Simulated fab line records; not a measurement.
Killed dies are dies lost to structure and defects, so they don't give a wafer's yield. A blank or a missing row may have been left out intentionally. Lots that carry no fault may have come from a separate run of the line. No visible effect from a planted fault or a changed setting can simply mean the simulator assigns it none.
fab line records	flow nandHarc
record: lots: 6	wafers: 18	lastDay: 34
route steps=1302 shown A_STAIRCASE@865
lots with no fault: from the same line, run without faults
startH: hours from the record's opening day to when the first of the lot's shown wafers began	waitH: hours from the lot's prior step to this one	" identical to the entry in the row above	L1.1+2: one row covering several wafers at once	- value missing, or start not given	* or withheld: withheld	< > ~ a bound
route shown NAME@n: a module of which the file shows steps, and the number in the route of the first	usual: mean/standard deviation taken from wafers without a fault	same: alike in all rows	chamber/n: place in a boat	sites: each site's reading	_std_site: standard deviation of those values	_edge_site: outer sites' mean less inner sites'	radiusMm: for every site, how far away it sits from the centre of the wafer	mask NAME#n: copy n	behind: tool/chamber where the wafer was last shaped	hold: the reason the lot was held/the length of the hold in hours/how it ended	device: which transistor (n, p or np) failed to switch	end of line: at the end of the route, the tests of the same wafers	step lacking rows: just its recipe	killed: dies lost to structure and defects at the first sort, not the wafer's yield	map: dies across one wafer; x = killed, . = not, _ = none there
set.NAME: the setting that was run; set.NAME@STEP: the one run at that earlier step	model.NAME: the simulator's own value behind a step, which no gauge read
lots seen at some steps along the route; tables by step, rows by wafer
services: from which hour (startH, from the record's first day; less than 0 if before it) a tool's chamber was out of use, for how many hours, and why
== steps ==
step: NHARC_A_STAIRCASE_PEB_439
recipe: pebTempC: 115	pebTimeS: 130
step: NHARC_A_STAIRCASE_DEVELOP_440
recipe: timeS: 140
step: NHARC_A_STAIRCASE_HARDBAKE_442
recipe: tempC: 120	timeS: 140
step: NHARC_A_STAIRCASE_DESCUM_443
recipe: timeS: 3	o2FlowSccm: 200	arFlowSccm: 0	biasPowerW: 0	chemistry: O2
usual: drypumpMotorCurrentA: 5.8/0.45	oesProductAu: 1.002/0.0073	rfVppV: 57.6/0.86	showerheadPlenumPTorr: 1.88/0.098	throttleValvePct: 11.311/0.0091
lot.wafer	tool	chamber	startH	waitH	drypumpMotorCurrentA	oesProductAu	rfHoursCounterH	rfVppV	showerheadPlenumPTorr	throttleValvePct
L632.3	rieDiel-09	0	430.83	-	6.0	0.983	32	55.6	1.79	11.309
L632.1	"	1	"	"	4.7	1.014	33	57.6	1.93	11.310
L632.2	"	2	"	"	6.1	1.002	30	59.8	2.07	11.312
L640.2	rieDiel-01	3	500.99	-	5.9	1.005	34	58.2	1.80	11.302
L640.5	"	0	"	"	5.3	1.007	-	56.9	1.87	11.311
L640.4	"	3	"	"	5.9	0.997	-	57.2	1.80	11.324
L639.2	rieDiel-06	3	501.14	-	5.6	1.006	1	56.9	1.79	11.319
L639.5	"	2	"	"	6.2	1.012	-	58.3	2.02	11.304
L639.6	"	3	"	"	5.6	1.010	-	57.4	1.79	11.318
L644.2	rieDiel-01	2	545.88	-	5.7	1.002	45	57.8	2.04	11.304
L644.1	"	0	"	"	5.4	1.003	59	56.1	1.86	11.303
L644.5	"	1	"	"	5.5	1.004	-	57.5	1.90	11.301
L653.3	rieDiel-06	2	640.87	-	6.2	1.015	50	57.5	2.00	11.309
L653.1	"	0	"	"	5.2	1.007	44	57.1	1.79	11.328
L653.5	"	3	"	"	5.7	1.012	-	56.4	1.78	11.306
L655.3	rieDiel-01	0	661.63	-	5.4	0.990	26	57.1	1.85	11.317
L655.1	"	3	"	"	5.8	1.005	24	56.7	1.79	11.322
L655.5	"	1	"	"	5.5	0.988	-	58.0	1.89	11.311
step: NHARC_A_STAIRCASE_ETCH_444
recipe: targetDepthA: 2.04e+05	timeS: 6800	c4f8FlowSccm: 20	o2FlowSccm: 10	arFlowSccm: withheld	rfW: 600	biasW: 1000	chemistry: C4F8/O2
usual: oesProductAu: 0.937/0.018	rfVppV: 805/5.3
lot.wafer	tool	chamber	startH	waitH	oesProductAu	rfHoursCounterH	rfVppV
L632.2	rieDiel-09	2	431.40	0.6	0.927	31	815
L632.1	"	3	"	"	0.930	31	807
L632.3	"	0	"	"	0.922	33	799
L640.2	rieDiel-01	1	501.70	0.7	0.930	36	807
L640.5	"	1	503.57	2.6	0.938	-	806
L640.4	"	3	"	"	0.931	-	801
L639.2	rieDiel-06	3	501.74	0.6	0.969	2	800
L639.5	"	2	503.16	2.0	0.943	-	811
L639.6	"	3	"	"	0.966	-	800
L644.1	rieDiel-01	3	546.63	0.7	0.928	54	798
L644.2	"	2	548.03	2.1	0.930	46	813
L644.5	"	3	"	"	0.920	-	800
L653.1	rieDiel-06	0	641.91	1.0	0.937	45	799
L653.3	"	1	"	"	0.925	51	800
L653.5	"	2	"	"	0.935	-	810
L655.3	rieDiel-01	3	661.71	0.1	0.929	25	800
L655.1	"	2	663.13	1.5	0.918	30	812
L655.5	"	3	"	"	0.923	-	801
step: NHARC_A_STAIRCASE_STRIP_446
recipe: powerW: 1500	tempC: 250	chemistry: O2
usual: drypumpMotorCurrentA: 5.8/0.64	heaterPowerW: 340/41
lot.wafer	tool	chamber	startH	waitH	drypumpMotorCurrentA	heaterPowerW	rfHoursCounterH
L632.2	plasmaAsher-02	1	435.34	0.0	5.9	283	0
L632.1	"	0	"	"	6.2	407	0
L632.3	"	0	"	"	6.2	413	-
L639.2	plasmaAsher-02	0	505.69	0.1	6.3	404	14
L639.5	"	1	"	"	5.9	279	-
L639.6	"	0	"	"	6.2	416	-
L640.2	plasmaAsher-01	0	506.41	0.1	4.9	314	33
L640.4	"	1	"	"	6.5	348	-
L640.5	"	1	"	"	6.5	348	-
L644.2	plasmaAsher-01	0	550.97	0.0	4.9	312	5
L644.1	"	1	"	"	6.5	350	5
L644.5	"	1	"	"	6.5	346	-
L653.1	plasmaAsher-01	0	645.42	0.1	4.9	314	24
L653.3	"	1	"	"	6.5	351	-
L653.5	"	1	"	"	6.5	353	-
L655.1	plasmaAsher-01	0	666.20	0.1	4.9	318	28
L655.3	"	0	"	"	4.9	316	-
L655.5	"	1	"	"	6.5	354	-
step: NHARC_A_STAIRCASE_STRIP_447
recipe: timeS: 900	tempC: 130	chemistry: SPM
step: NHARC_A_STAIRCASE_PRECLEAN_448
recipe: timeS: *	tempC: 50	bathAgeMin: 0	chemistry: SC1
step: NHARC_A_STAIRCASE_SRD_449
step: NHARC_A_STAIRCASE_CMP_450
recipe: targetThkNm: 200	material: SiO2
usual: edgeZonePressureFrac: 1.000/0.0053	motorCurrentA: 13.0/1.3	padLifeWafers: 183/110	slurryFlowMlMin: 150.0/0.47
lot.wafer	tool	chamber	startH	waitH	edgeZonePressureFrac	motorCurrentA	padLifeWafers	slurryFlowMlMin
L632.2	cmp-04	3	436.14	-	0.995	13.4	48	150.1
L632.3	"	1	"	"	0.999	12.9	50	149.8
L632.1	"	2	"	"	1.001	13.9	51	149.9
L639.2	cmp-03	0	506.46	-	0.995	12.0	193	149.9
L639.5	"	3	"	"	1.000	13.0	-	149.6
L639.6	"	0	"	"	0.993	12.1	-	150.0
L640.4	cmp-01	2	507.17	-	1.002	12.2	90	150.2
L640.2	"	1	"	"	0.998	11.7	93	150.2
L640.5	"	2	"	"	0.997	12.5	-	150.4
L644.2	cmp-04	3	551.78	-	1.007	13.4	114	149.6
L644.1	"	1	"	"	0.998	12.1	116	150.1
L644.5	"	3	"	"	1.007	12.8	-	149.9
L653.1	cmp-04	2	646.20	-	1.003	13.4	80	149.0
L653.3	"	3	"	"	0.998	13.0	81	149.3
L653.5	"	0	"	"	1.001	13.4	-	149.8
L655.1	cmp-01	3	667.01	-	1.000	14.4	336	148.8
L655.3	"	0	"	"	1.000	15.6	337	151.2
L655.5	"	3	"	"	1.002	13.5	-	150.2
step: NHARC_A_STAIRCASE_CMP_152
usual: edgeZonePressureFrac: 1.000/0.0042	motorCurrentA: 13.0/1.3	padLifeWafers: 189/110	slurryFlowMlMin: 150.0/0.45
lot.wafer	tool	chamber	startH	waitH	edgeZonePressureFrac	motorCurrentA	padLifeWafers	slurryFlowMlMin
L632.2	cmp-04	3	436.21	0.1	1.000	13.0	54	149.9
L632.3	"	1	"	"	1.001	12.8	56	150.7
L632.1	"	2	"	"	0.996	14.3	57	150.7
L639.2	cmp-03	0	506.53	0.1	-	-	-	-
L639.5	"	3	"	"	-	-	-	-
L639.6	"	0	"	"	-	-	-	-
L640.4	cmp-01	2	507.24	0.1	-	-	-	-
L640.2	"	1	"	"	-	-	-	-
L640.5	"	2	"	"	-	-	-	-
L644.2	cmp-04	3	551.86	0.1	0.998	12.9	120	150.1
L644.1	"	1	"	"	0.997	13.5	122	150.1
L644.5	"	3	"	"	1.003	13.7	-	150.5
L653.1	cmp-04	2	646.27	0.1	1.000	13.8	86	150.3
L653.3	"	3	"	"	1.003	13.2	87	149.5
L653.5	"	0	"	"	1.003	13.9	-	149.1
L655.1	cmp-01	3	667.08	0.1	1.002	13.1	342	150.5
L655.3	"	0	"	"	0.999	15.5	343	149.8
L655.5	"	3	"	"	0.996	13.2	-	151.0
== services ==
tool	chamber	startH	hours	kind
cmp-04	-	420.18	4.0	pm
rieDiel-06	0	420.24	6.2	repair
rieDiel-09	0	421.94	3.4	repair
rieDiel-01	1	440.03	2.8	repair
cmp-01	-	453.17	0.4	repair
plasmaAsher-01	-	459.23	1.2	repair
cmp-04	-	467.42	4.5	repair
rieDiel-01	3	476.54	5.0	repair
cmp-01	-	479.64	4.0	pm
rieDiel-01	2	484.32	20.3	repair
rieDiel-06	-	485.02	9.0	pm
cmp-04	-	518.18	4.0	pm
plasmaAsher-01	-	519.00	9.0	pm
rieDiel-06	0	545.26	7.5	repair
cmp-01	-	546.28	0.2	repair
rieDiel-01	-	561.14	9.0	pm
cmp-01	-	577.64	4.0	pm
plasmaAsher-01	-	578.13	0.7	repair
cmp-04	-	616.18	4.0	pm
rieDiel-01	3	618.65	3.9	repair
cmp-01	-	659.90	0.8	repair
rieDiel-06	-	662.02	9.0	pm
cmp-01	-	664.05	0.3	repair
cmp-01	-	664.96	0.2	repair
== key ==
firstSign: step: NHARC_A_STAIRCASE_CMP_152	reading: toolRecord	direction: missing
effect none on later readings
metAt NHARC_A_STAIRCASE_CMP_152
struckWafers L639.2,L639.5,L639.6,L640.2,L640.4,L640.5
laterRowsLeftOut L639.2,L639.5,L639.6,L640.2,L640.4,L640.5
sortLeftOut L639.2,L639.5,L639.6,L640.2,L640.4,L640.5
testerLeftOut L639,L640
fault: kind: skippedStepWhole	tool: cmp-01,cmp-03	chamber: -	onsetH: 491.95	steps: NHARC_A_STAIRCASE_CMP_152	scope: struckLotsOnly
testerLeftOut: of these lots the tester's yield and bins aren't shown, on N5 and GAA mostly nor the transistor test; their killed dies are dies lost to structure and defects alone, not to doping, threshold or leakage, so they don't give the yield
sortLeftOut: the simulated sort isn't trusted on such a fault, so these wafers' sort isn't shown, and their yield isn't known
laterRowsLeftOut: the simulator's readings of these wafers behind a module that went badly wrong aren't trusted and aren't shown, but for the sort
